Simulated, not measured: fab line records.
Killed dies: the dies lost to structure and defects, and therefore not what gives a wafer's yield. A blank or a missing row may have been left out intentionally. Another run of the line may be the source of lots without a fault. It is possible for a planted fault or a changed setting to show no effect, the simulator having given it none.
fab line records	flow n5Finfet
record lots=6	wafers=18	lastDay=18
route steps=1938 shown BEOL_M10@1534 BEOL_M11@1536 PASSIVATION@1936
lots that met no fault: from a run of the same line without faults
startH: hours from the record's opening day to when the first of the lot's shown wafers began	waitH: hours since the lot's step before	" repeats the value in the row above	L1.1+2: several wafers, shown together as one row	- no value present, or no start provided	* or withheld: withheld	< > ~ a bound
route shown NAME@n: a module of which the file shows steps, and the number in the route of the first	usual: mean/standard deviation of fault-free wafers	same: alike in all rows	chamber/n: place in a boat	sites: readings site by site	_std_site: the values' standard deviation	_edge_site: mean of outer sites minus mean of inner sites	radiusMm: how far each site lies from the wafer's centre	mask NAME#n: copy n	behind: the last tool/chamber to shape the wafer	hold: why the lot was held/for how many hours/how that ended	device: whichever transistor did not switch (one of n, p or np)	end of line: the same wafers' tests at the end of the route	for a step that has no rows: nothing shown but its recipe	killed: at the first sort, the dies lost to defects and structure; wafer yield is something else	map: a wafer's dies, x killed, . not, _ none there
set.NAME: the run value of the setting; set.NAME@STEP: its run value at that earlier step	model.NAME: the simulator's own value behind a step, which no gauge read
certain route steps with their lots: each step a table, each wafer a row
services: a tool's chamber out of use, with start hour (startH, from the record's first day; less than 0 if before it), hours out, and reason
## steps
# step N5_BEOL_M10_RS_MEAS_57
# recipe thkMeasGauge=four-point-probe	reads=Cu_of_BEOL_M10_ECD_50+Co_of_BEOL_M10_CVD_75+TaN_of_BEOL_M10_ALD_74
# usual M10_RS=0.154/0.0037
lot.wafer	tool	chamber	startH	waitH	M10_RS[ohm/sq]
L860.1	filmMetro-02	-	271.97	0.1	0.150
L860.2	"	-	"	"	0.156
L860.6	"	-	"	"	0.157
L863.2	filmMetro-02	-	278.52	0.1	0.157
L863.4	"	-	"	"	0.151
L863.6	"	-	"	"	0.150
L865.1	filmMetro-02	-	307.72	0.1	0.157
L865.3	"	-	"	"	0.159
L865.5	"	-	"	"	0.154
L872.4	filmMetro-02	-	341.96	0.0	0.159
L872.5	"	-	"	"	0.149
L872.6	"	-	"	"	0.151
L875.2	filmMetro-02	-	362.12	0.1	0.158
L875.3	"	-	"	"	0.160
L875.4	"	-	"	"	0.149
L876.1	filmMetro-02	-	376.30	0.1	0.154
L876.5	"	-	"	"	0.155
L876.6	"	-	"	"	0.151
# step N5_BEOL_M10_INSPECT_58
# recipe inspectInstrument=darkfield	mode=postDep
# usual rawDefectCount=63/21
lot.wafer	tool	chamber	startH	waitH	rawDefectCount
L860.1	defectInspect-01	-	272.00	0.0	43
L860.2	"	-	"	"	39
L860.6	"	-	"	"	80
L863.2	defectInspect-02	-	278.55	0.0	24
L863.4	"	-	"	"	37
L863.6	"	-	"	"	41
L865.1	defectInspect-02	-	307.74	0.0	54
L865.3	"	-	"	"	40
L865.5	"	-	"	"	61
L872.4	defectInspect-02	-	341.99	0.0	78
L872.5	"	-	"	"	65
L872.6	"	-	"	"	97
L875.2	defectInspect-02	-	362.15	0.0	58
L875.3	"	-	"	"	40
L875.4	"	-	"	"	65
L876.1	defectInspect-02	-	376.32	0.0	64
L876.5	"	-	"	"	72
L876.6	"	-	"	"	77
# step N5_BEOL_M11_ILD_DEP_00
# recipe material=SiCOH_lowk	targetThkA=3085.1	tempC=300	precursor=DEMS/porogen	pressureTorr=5	rfW=500	timeS=58
# usual heaterPowerW=334/52	showerheadPlenumPTorr=5.740/0.015	susceptorTempC=299.97/0.18	throttleValvePct=13.6/0.56
lot.wafer	tool	chamber	startH	waitH	heaterPowerW	showerheadPlenumPTorr	sinceWetCleanH	susceptorTempC	throttleValvePct
L860.1	pecvd-01	0	272.03	0.0	359	5.742	795	300.07	13.0
L860.2	"	2	"	"	371	5.702	41	300.02	12.7
L860.6	"	2	"	"	385	5.715	-	299.86	13.0
L863.2	pecvd-04	2	278.58	0.0	234	5.758	401	299.92	13.5
L863.4	"	1	"	"	288	5.726	-	299.93	13.9
L863.6	"	0	"	"	311	5.727	-	299.82	14.0
L865.1	pecvd-02	0	307.78	0.0	343	5.755	1012	299.94	13.9
L865.3	"	2	"	"	342	5.743	258	300.03	12.8
L865.5	"	0	"	"	358	5.747	-	299.95	13.7
L872.4	pecvd-02	2	342.05	0.1	343	5.766	-	299.99	13.2
L872.5	"	0	"	"	350	5.749	-	300.11	14.0
L872.6	"	2	"	"	360	5.752	-	299.96	12.3
L875.2	pecvd-02	0	362.18	0.0	377	5.737	1066	299.74	13.7
L875.3	"	1	"	"	403	5.737	1791	299.93	13.9
L875.4	"	0	"	"	381	5.733	-	299.92	13.9
L876.1	pecvd-02	1	376.36	0.0	384	5.736	1805	299.95	14.1
L876.5	"	0	"	"	383	5.742	-	299.64	13.9
L876.6	"	2	"	"	295	5.756	-	299.81	13.0
# step N5_BEOL_M11_CURE_71
# recipe tempC=385	timeS=240	ambient=He/Ar	material=SiCOH_lowk
# usual lampPowerPct=52.31/0.049	wafer_temp_C_max=386.6/0.58
lot.wafer	tool	chamber	startH	waitH	lampPowerPct	wafer_temp_C_max
L860.1	uvCure-01	1	272.30	0.2	52.23	385.7
L860.2	"	1	"	"	52.35	386.2
L860.6	"	1	"	"	52.31	385.8
L863.2	uvCure-01	1	278.74	0.1	52.28	385.8
L863.4	"	1	"	"	52.36	386.5
L863.6	"	1	"	"	52.20	387.0
L865.1	uvCure-03	1	307.86	0.0	52.29	387.1
L865.3	"	1	"	"	52.34	386.8
L865.5	"	1	"	"	52.22	386.6
L872.4	uvCure-01	0	342.66	0.6	52.27	386.4
L872.5	"	0	"	"	52.25	386.6
L872.6	"	0	"	"	52.31	386.0
L875.2	uvCure-03	2	362.34	0.1	52.25	386.4
L875.3	"	2	"	"	52.34	386.0
L875.4	"	2	"	"	52.22	385.9
L876.1	uvCure-01	2	376.44	0.0	52.38	387.1
L876.5	"	2	"	"	52.29	386.6
L876.6	"	2	"	"	52.28	386.8
# step N5_BEOL_M11_THK_MEAS_01
# recipe reads=SiCOH_lowk_of_BEOL_M11_ILD_DEP_00
# usual M11_ILD_THK=267/3.3
lot.wafer	tool	chamber	startH	waitH	M11_ILD_THK[nm]
L860.1	filmMetro-02	-	272.81	0.4	264
L860.2	"	-	"	"	266
L860.6	"	-	"	"	271
L863.2	filmMetro-02	-	279.17	0.4	269
L863.4	"	-	"	"	270
L863.6	"	-	"	"	273
L865.1	filmMetro-02	-	308.85	0.8	263
L865.3	"	-	"	"	266
L865.5	"	-	"	"	267
L872.4	filmMetro-02	-	343.18	0.4	270
L872.5	"	-	"	"	265
L872.6	"	-	"	"	271
L875.2	filmMetro-02	-	362.77	0.4	262
L875.3	"	-	"	"	264
L875.4	"	-	"	"	265
L876.1	filmMetro-02	-	376.95	0.4	261
L876.5	"	-	"	"	267
L876.6	"	-	"	"	266
# step N5_BEOL_M11_PECVD_70
# recipe material=SiO2	targetThkA=200	tempC=400	precursor=TEOS/O2	pressureTorr=5.5	rfW=450	teosFlowSccm=53.8	gas=O2	flowSccm=3000	timeS=22.7
# usual heaterPowerW=763/94	showerheadPlenumPTorr=8.78/0.07	susceptorTempC=400.01/0.23	throttleValvePct=21.8/0.98
lot.wafer	tool	chamber	startH	waitH	heaterPowerW	showerheadPlenumPTorr	sinceWetCleanH	susceptorTempC	throttleValvePct
L860.1	pecvd-01	1	272.85	0.0	855	8.82	1520	400.55	23.0
L860.2	"	0	"	"	730	8.89	795	400.26	21.2
L860.6	"	2	"	"	782	8.67	-	400.15	20.5
L863.2	pecvd-04	1	279.21	0.0	692	8.84	1889	400.11	22.4
L863.4	"	0	"	"	742	8.76	-	400.09	22.7
L863.6	"	2	"	"	532	8.73	-	399.97	21.9
L865.1	pecvd-02	2	308.89	0.0	784	8.80	259	400.03	20.4
L865.3	"	1	"	"	740	8.80	1738	400.06	22.8
L865.5	"	1	"	"	756	8.81	-	399.95	22.6
L872.4	pecvd-02	2	343.23	0.1	825	8.80	-	399.83	20.7
L872.5	"	0	"	"	732	8.80	-	400.08	21.9
L872.6	"	1	"	"	897	8.80	-	399.91	22.9
L875.2	pecvd-02	1	362.81	0.0	787	8.82	1792	400.03	22.9
L875.3	"	2	"	"	743	8.79	313	399.27	20.5
L875.4	"	0	"	"	876	8.80	-	400.13	22.2
L876.1	pecvd-01	0	376.99	0.0	847	8.90	900	399.95	21.5
L876.5	"	0	"	"	870	8.88	-	399.89	21.3
L876.6	"	2	"	"	804	8.65	-	399.93	20.8
# step N5_BEOL_M11_HM_DEP_02
# recipe material=TiN	targetThkA=200	tempC=25	chamberPressurePa=0.49996
# usual susceptorTempC=25.00/0.11	throttleValvePct=29.7/1.2
lot.wafer	tool	chamber	startH	waitH	susceptorTempC	throttleValvePct
L860.1	pvdSputter-02	-	274.02	1.1	25.02	28.9
L860.2	"	-	"	"	24.98	31.3
L860.6	"	-	"	"	24.86	28.1
L863.2	pvdSputter-02	-	279.27	0.0	25.03	31.1
L863.4	"	-	"	"	25.00	30.8
L863.6	"	-	"	"	25.33	28.1
L865.1	pvdSputter-01	-	310.08	1.2	24.90	28.3
L865.3	"	-	"	"	25.02	29.7
L865.5	"	-	"	"	24.98	28.4
L872.4	pvdSputter-03	-	344.87	1.6	24.90	30.5
L872.5	"	-	"	"	25.03	28.1
L872.6	"	-	"	"	24.89	30.4
L875.2	pvdSputter-03	-	364.84	2.0	25.07	28.2
L875.3	"	-	"	"	24.93	30.1
L875.4	"	-	"	"	24.97	30.9
L876.1	pvdSputter-02	-	378.20	1.2	24.99	28.1
L876.5	"	-	"	"	25.00	28.3
L876.6	"	-	"	"	24.82	30.9
# step N5_BEOL_M11_COAT_59
# recipe resist=SOC	tempC=250	timeS=60	spinRpm=1500	resistThkNm=100
# step N5_BEOL_M11_COAT_60
# recipe resist=SiARC	tempC=220	timeS=60	spinRpm=1500	resistThkNm=30
# step N5_BEOL_M11_COAT_05
# recipe resist=CAR-ArF	spinRpm=1500	resistThkNm=90
# step N5_BEOL_M11_EBR_07
# recipe solvent=PGMEA	ebrWidthMm=1.5
# step N5_BEOL_M11_SOFTBAKE_06
# recipe tempC=110	timeS=60	resist=CAR-ArF
# step N5_BEOL_M11_EXPOSE_08
# recipe maskId=M11	na=1.35	sourceShape=dipole	sigmaInner=0.411	sigmaOuter=0.611	polarization=te	doseMj=53.75
# usual focusOffsetNm=-0.1/0.59	reticleTempC=22.99/0.098
# same na=1.35
lot.wafer	tool	chamber	startH	waitH	mask	focusOffsetNm	reticleTempC	model.BEOL_M11.overlayXNm
L860.1	arfiScanner-03	0	274.39	-	M11#0	0.8	23.04	-0.2
L860.2	"	0	"	"	M11#0	0.2	22.93	-0.2
L860.6	"	0	"	"	M11#0	0.4	22.95	-0.2
L863.2	arfiScanner-02	0	279.64	-	M11#0	-0.6	22.95	-0.2
L863.4	"	0	"	"	M11#0	-0.2	22.95	-0.2
L863.6	"	0	"	"	M11#0	-0.4	22.93	-0.2
L865.1	arfiScanner-02	0	310.32	-	M11#0	-0.2	23.02	5.4
L865.3	"	0	"	"	M11#0	-0.7	23.00	5.4
L865.5	"	0	"	"	M11#0	-1.0	22.88	5.4
L872.4	arfiScanner-02	0	345.26	-	M11#0	0.7	22.92	6
L872.5	"	0	"	"	M11#0	0.5	22.92	6
L872.6	"	0	"	"	M11#0	1.0	22.89	6
L875.2	arfiScanner-03	0	365.22	-	M11#0	0.1	22.99	-0.2
L875.3	"	0	"	"	M11#0	0.4	22.85	-0.2
L875.4	"	0	"	"	M11#0	0.7	23.05	-0.2
L876.1	arfiScanner-01	0	378.57	-	M11#0	1.1	23.01	0
L876.5	"	0	"	"	M11#0	0.1	23.07	0
L876.6	"	0	"	"	M11#0	-0.1	23.02	0
# step N5_BEOL_M11_PEB_09
# recipe pebTempC=withheld	pebTimeS=60	resist=CAR-ArF
# step N5_BEOL_M11_DEVELOP_10
# recipe developTimeS=30	developer=TMAH	resist=CAR-ArF	rinseLiquid=diw	dry=airSpin	devTempC=23
# step N5_BEOL_M11_CD_MEAS_11
# recipe targetCdNm=64.1	landingEnergyEv=500	detector=seInlens	polarity=opening
# usual cdNm=64.1/0.49
lot.wafer	tool	chamber	startH	waitH	cdNm
L860.1	cdSem-03	0	274.51	-	63.7
L860.2	"	0	"	"	63.8
L860.6	"	0	"	"	64.4
L863.2	cdSem-01	0	279.77	-	64.3
L863.4	"	0	"	"	63.5
L863.6	"	0	"	"	63.8
L865.1	cdSem-01	0	310.45	-	65.3
L865.3	"	0	"	"	64.6
L865.5	"	0	"	"	64.9
L872.4	cdSem-02	0	345.37	-	64.5
L872.5	"	0	"	"	64.0
L872.6	"	0	"	"	64.2
L875.2	cdSem-01	0	365.34	-	64.0
L875.3	"	0	"	"	63.6
L875.4	"	0	"	"	63.8
L876.1	cdSem-01	0	378.70	-	63.6
L876.5	"	0	"	"	63.1
L876.6	"	0	"	"	64.1
# step N5_BEOL_M11_OVL_MEAS_12
# recipe pointsPerWafer=44
# usual M11_OVL=0.0/0.97
lot.wafer	tool	chamber	startH	waitH	M11_OVL[nm]
L860.1	overlay-01	0	274.55	0.0	-0.8
L860.2	"	0	"	"	-0.9
L860.6	"	0	"	"	0.0
L863.2	overlay-01	0	279.80	0.0	-0.9
L863.4	"	0	"	"	0.1
L863.6	"	0	"	"	-0.2
L865.1	overlay-02	0	310.48	0.0	5.5
L865.3	"	0	"	"	6.7
L865.5	"	0	"	"	7.2
L872.4	overlay-01	0	345.40	0.0	4.9
L872.5	"	0	"	"	6.3
L872.6	"	0	"	"	6.0
L875.2	overlay-01	0	365.37	0.0	-1.7
L875.3	"	0	"	"	-0.4
L875.4	"	0	"	"	-0.7
L876.1	overlay-02	0	378.73	0.0	-0.5
L876.5	"	0	"	"	-0.1
L876.6	"	0	"	"	0.8
# step N5_BEOL_M11_INSPECT_13
# recipe mode=adi	inspectInstrument=brightfield
# usual rawDefectCount=377/78
lot.wafer	tool	chamber	startH	waitH	rawDefectCount
L860.1	defectInspect-01	-	274.57	0.0	280
L860.2	"	-	"	"	371
L860.6	"	-	"	"	451
L863.2	defectInspect-01	-	279.82	0.0	382
L863.4	"	-	"	"	315
L863.6	"	-	"	"	251
L865.1	defectInspect-02	-	310.51	0.0	275
L865.3	"	-	"	"	360
L865.5	"	-	"	"	376
L872.4	defectInspect-01	-	345.42	0.0	348
L872.5	"	-	"	"	377
L872.6	"	-	"	"	343
L875.2	defectInspect-02	-	365.39	0.0	369
L875.3	"	-	"	"	411
L875.4	"	-	"	"	451
L876.1	defectInspect-01	-	378.76	0.0	324
L876.5	"	-	"	"	359
L876.6	"	-	"	"	321
# step N5_PASSIVATION_PROBE_49
# usual defectLimitedYield=91.0/1.5	killed_at_M0_to_M3=33/9.4	killed_at_M4_up=14/4.8	killedAtContacts=13/7.3	killedAtFrontEnd=43/13	killedAtOther=3.6/2.9	killedDies=106/18	killedOpen=69/13	killedShort=35/8.2	sort_bin_5_function=5.3/1	sort_bin_6_memory=3.3/0.68	sortNPass=1074/18	sortYieldPct=91.0/1.5
# same grossDies=1180	killedAtBackSide=0	sort_bin_4_leakage[%]=0	sort_bin_8_speed[%]=0
lot.wafer	tool	chamber	startH	waitH	defectLimitedYield[%]	killed_at_M0_to_M3	killed_at_M4_up	killedAtContacts	killedAtFrontEnd	killedAtOther	killedDies	killedOpen	killedShort	sort_bin_5_function[%]	sort_bin_6_memory[%]	sortNPass	sortYieldPct[%]
L875.2	prober-02	-	404.24	0.1	90.8	30	7	10	58	3	108	70	32	5.0	3.4	1072	90.8
L875.3	prober-02	-	404.29	0.1	89.7	29	14	8	68	3	122	78	40	5.8	4.1	1058	89.7
L875.4	prober-02	-	404.34	0.2	88.1	33	6	15	84	2	140	92	45	6.4	4.8	1040	88.1
# killed by level:class
L875.2 FIN_SAQP:geometricParticle:open=12 BEOL_M3:geometricParticle:open=9 MOL_CONTACT_COAG:geometricParticle:open=9 STI_FIN_REVEAL:geometricParticle:open=7 ILD0:geometricParticle:short=7 BEOL_M1:geometricParticle:open=7 GATE_CUT:geometricParticle:short=5 BEOL_M0_SAQP:geometricParticle:open=5
L875.3 STI_FIN_REVEAL:geometricParticle:open=22 FIN_SAQP:geometricParticle:short=14 BEOL_M3:geometricParticle:open=12 FIN_SAQP:geometricParticle:open=9 MOL_CONTACT_COAG:geometricParticle:open=6 GATE_CUT:geometricParticle:short=5 BEOL_M4:geometricParticle:open=5 BEOL_M0_SAQP:geometricParticle:open=4
L875.4 STI_FIN_REVEAL:geometricParticle:open=32 MOL_CONTACT_COAG:geometricParticle:open=10 BEOL_M1:geometricParticle:open=10 FIN_SAQP:geometricParticle:short=8 FIN_SAQP:geometricParticle:open=8 STI_FIN_REVEAL:geometricParticle:short=7 BEOL_M3:geometricParticle:open=7 STARTING-WAFER:geometricParticle:short=6
## services
tool	chamber	startH	hours	kind
arfiScanner-02	-	252.33	2.0	repair
arfiScanner-01	-	254.36	1.0	pm
pecvd-01	-	255.43	0.8	repair
arfiScanner-03	-	255.59	1.3	pm
arfiScanner-03	-	262.96	0.3	repair
arfiScanner-03	-	270.86	0.8	pm
uvCure-01	-	276.47	2.1	pm
arfiScanner-02	-	277.95	1.3	pm
arfiScanner-01	-	284.28	1.3	pm
pvdSputter-02	-	288.76	8.9	repair
arfiScanner-01	-	290.90	1.0	pm
pecvd-04	-	307.35	2.8	pm
uvCure-01	-	318.51	0.3	repair
pvdSputter-01	-	326.48	1.0	repair
arfiScanner-03	-	328.35	1.9	repair
pecvd-01	-	330.04	1.3	repair
arfiScanner-01	-	336.31	0.5	repair
pecvd-02	1	340.19	2.1	scheduledDown
pecvd-02	2	350.54	5.5	scheduledDown
arfiScanner-02	-	353.65	0.8	pm
arfiScanner-01	-	355.31	0.8	pm
arfiScanner-02	-	360.10	1.0	pm
pvdSputter-01	-	367.91	3.0	repair
arfiScanner-03	-	370.80	1.0	pm
## key
firstSign step=N5_BEOL_M11_OVL_MEAS_12	reading=M11_OVL	direction=up	sigmas=6.3	usual=0.0	struck=6.1
effect none on later readings
modelEffect step=N5_BEOL_M11_EXPOSE_08	value=BEOL_M11.overlayXNm	without=-0.4	struck=5.7
metAt N5_BEOL_M11_EXPOSE_08
struckWafers L865.1,L865.3,L865.5,L872.4,L872.5,L872.6
onsetBetween 279.64 310.32
fault kind=scannerMatchingOverlay	tool=arfiScanner-02	chamber=-	onsetH=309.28	steps=N5_BEOL_M11_EXPOSE_08	offset=6.0908
